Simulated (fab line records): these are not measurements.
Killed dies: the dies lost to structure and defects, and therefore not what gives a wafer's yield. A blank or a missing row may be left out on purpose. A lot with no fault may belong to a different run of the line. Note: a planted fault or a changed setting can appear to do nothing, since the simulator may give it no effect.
Matching of chambers :: flow n5-finfet :: rie-diel-06 running N5_BEOL_M3_ETCH_69: 4 sister chambers
The step etches SiARC in CF4, target depth 15.6 nm, time 26 s. 7 wafers are shown with their chamber, then 9 later ones without.

== WAFERS WITH THEIR CHAMBER ==
wafer: L080.4
chamber: 2
showerhead-plenum-p-Torr (Torr): 2.13
drypump-motor-current-A (A): 5.55

wafer: L080.5
chamber: 2
showerhead-plenum-p-Torr (Torr): 2.13
drypump-motor-current-A (A): 5.57

wafer: L080.6
chamber: 1
showerhead-plenum-p-Torr (Torr): 2.21
drypump-motor-current-A (A): 5.28

wafer: L084.3
chamber: 0
showerhead-plenum-p-Torr (Torr): 2.22
drypump-motor-current-A (A): 5.82

wafer: L087.1
chamber: 3
showerhead-plenum-p-Torr (Torr): 2.08
drypump-motor-current-A (A): 5.26

wafer: L087.3
chamber: 0
showerhead-plenum-p-Torr (Torr): 2.21
drypump-motor-current-A (A): 5.81

wafer: L087.6
chamber: 3
showerhead-plenum-p-Torr (Torr): 2.08
drypump-motor-current-A (A): 5.28

== WAFERS WHOSE CHAMBER IS MISSING ==
wafer: L092.4
showerhead-plenum-p-Torr (Torr): 2.08
drypump-motor-current-A (A): 5.33

wafer: L092.5
showerhead-plenum-p-Torr (Torr): 2.20
drypump-motor-current-A (A): 5.27

wafer: L092.6
showerhead-plenum-p-Torr (Torr): 2.21
drypump-motor-current-A (A): 5.84

wafer: L091.1
showerhead-plenum-p-Torr (Torr): 2.08
drypump-motor-current-A (A): 5.29

wafer: L091.2
showerhead-plenum-p-Torr (Torr): 2.12
drypump-motor-current-A (A): 5.54

wafer: L091.6
showerhead-plenum-p-Torr (Torr): 2.08
drypump-motor-current-A (A): 5.31

wafer: L095.2
showerhead-plenum-p-Torr (Torr): 2.07
drypump-motor-current-A (A): 5.32

wafer: L095.3
showerhead-plenum-p-Torr (Torr): 2.21
drypump-motor-current-A (A): 5.84

wafer: L095.6
showerhead-plenum-p-Torr (Torr): 2.20
drypump-motor-current-A (A): 5.26

== EACH ONE'S CHAMBER ==
wafer: L092.4
from the rows above: 3
in truth: 3

wafer: L092.5
from the rows above: 1
in truth: 1

wafer: L092.6
from the rows above: 0
in truth: 0

wafer: L091.1
from the rows above: 3
in truth: 3

wafer: L091.2
from the rows above: 2
in truth: 2

wafer: L091.6
from the rows above: 3
in truth: 3

wafer: L095.2
from the rows above: 3
in truth: 3

wafer: L095.3
from the rows above: 0
in truth: 0

wafer: L095.6
from the rows above: 1
in truth: 1
Correct placement for 9 of the 9. Number that these rows cannot place: 0. Placed wrongly: 0.
How it was worked out, from the rows above alone: a wafer's distance from a chamber is the root of the sum, over the readings, of the square of ((its reading less the chamber's mean) divided by the reading's scatter). The wafer belongs to the nearest chamber; if the next one is less than 2 further off, it can't be placed. The mean given for a chamber averages the wafers shown for that chamber. The scatter: take each reading less its chamber's mean, square it, sum over the shown wafers, divide by the number of wafers less the number of chambers, and take the root.
